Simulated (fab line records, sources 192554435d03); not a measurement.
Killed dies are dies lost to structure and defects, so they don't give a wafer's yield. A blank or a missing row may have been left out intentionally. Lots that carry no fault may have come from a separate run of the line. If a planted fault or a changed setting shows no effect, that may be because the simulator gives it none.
One fault through the eyes of 2 desks / flow n5Finfet / numbers are kept per desk, each desk with only its own; the story behind them comes last

THE METROLOGY DESK
Means of the sampled wafers that have a number, per lot and without regard to the tool the lot ran on: this is what the gauges read. If a lot's mean is further than 4 standard deviations from the usual mean, the lot is out of limits and carries the mark OUT (the distance appears in the brackets). Readings shown: 7 of its 10, picked as those furthest out on some lot.
Columns: A = DIBL_N at N5_BEOL_M4_RC_MEAS_101, usual 36.3 mV/V; B = DIBL_P at N5_BEOL_M4_RC_MEAS_101, usual 36.5 mV/V; C = IOFF_N at N5_BEOL_M4_RC_MEAS_101, usual 0.16 nA/um; D = IOFF_P at N5_BEOL_M4_RC_MEAS_101, usual 0.22 nA/um; E = ION_N at N5_BEOL_M4_RC_MEAS_101, usual 677 uA/um; F = VT_N at N5_BEOL_M4_RC_MEAS_101, usual 249 mV; G = VT_P at N5_BEOL_M4_RC_MEAS_101, usual -248.9 mV
lot=L653; first seen here=day 8 19:02; A=35.3; B=35.4; C=0.15; D=0.22; E=673; F=250; G=-247.1
lot=L655; first seen here=day 9 08:14; A=37.9; B=37.9; C=0.20; D=0.24; E=691; F=247; G=-247.8
lot=L661; first seen here=day 10 10:07; A=36.4; B=36.5; C=0.15; D=0.18; E=674; F=252; G=-255.3
lot=L664; first seen here=day 11 08:43; A=35.9; B=35.2; C=0.16; D=0.22; E=671; F=250; G=-247.0
lot=L665; first seen here=day 11 09:18; A=35.9; B=35.5; C=0.14; D=0.21; E=669; F=253; G=-249.6
lot=L667; first seen here=day 12 03:03; A=37.0; B=37.6; C=0.17; D=0.26; E=677; F=248; G=-247.3
lot=L670; first seen here=day 12 17:38; A=35.5; B=34.5; C=0.15; D=0.21; E=674; F=250; G=-248.5
lot=L673; first seen here=day 13 12:35; A=34.4; B=34.4; C=0.14; D=0.21; E=672; F=251; G=-247.8
lot=L674; first seen here=day 13 19:41; A=32.8; B=32.8; C=0.11; D=0.16; E=654; F=255; G=-252.9
lot=L675; first seen here=day 14 04:28; A=36.2; B=36.9; C=0.16; D=0.24; E=682; F=248; G=-246.8
This desk's verdict: no lot among the 10 shows anything out of limits.

THE DEFECT DESK
Per lot, the means of the sampled wafers with a number show what the inspections along the route counted. If a lot's mean is further than 4 standard deviations from the usual mean, the lot is out of limits and carries the mark OUT (the distance appears in the brackets).
Columns: A = rawDefectCount at N5_MOL_CONTACT_COAG_INSPECT_57, usual 182
lot=L653; first seen here=day 5 04:49; A=166
lot=L655; first seen here=day 5 16:26; A=196
lot=L661; first seen here=day 7 00:41; A=1042 (+17) OUT
lot=L664; first seen here=day 7 20:46; A=975 (+16) OUT
lot=L665; first seen here=day 8 06:17; A=1106 (+18) OUT
lot=L667; first seen here=day 8 15:02; A=191
lot=L670; first seen here=day 9 11:45; A=213
lot=L673; first seen here=day 10 02:17; A=131
lot=L674; first seen here=day 10 04:16; A=141
lot=L675; first seen here=day 10 17:52; A=170
This desk's verdict: out of limits on L661, L664, L665, starting with L661 at day 7 00:41 (rawDefectCount at N5_MOL_CONTACT_COAG_INSPECT_57). Within limits: L653, L655, L667, L670, L673, L674, L675.

ALL TOGETHER
The defect desk could have raised an alarm at day 7 00:41, on L661, L664, L665.
From the metrology desk's view, nothing was out of limits.
The metrology desk holds a record of L661, L664, L665, inside its limits.
All the named lots went through N5_MOL_CONTACT_COAG_PECVD_31 on pecvd-02.

WHAT THE SIMULATOR HAD INSERTED
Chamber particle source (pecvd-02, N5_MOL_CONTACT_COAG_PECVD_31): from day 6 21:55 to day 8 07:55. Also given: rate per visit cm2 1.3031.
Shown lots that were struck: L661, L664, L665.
Hours from the fault's start to each desk's first reading out of limits: the defect desk, 3.
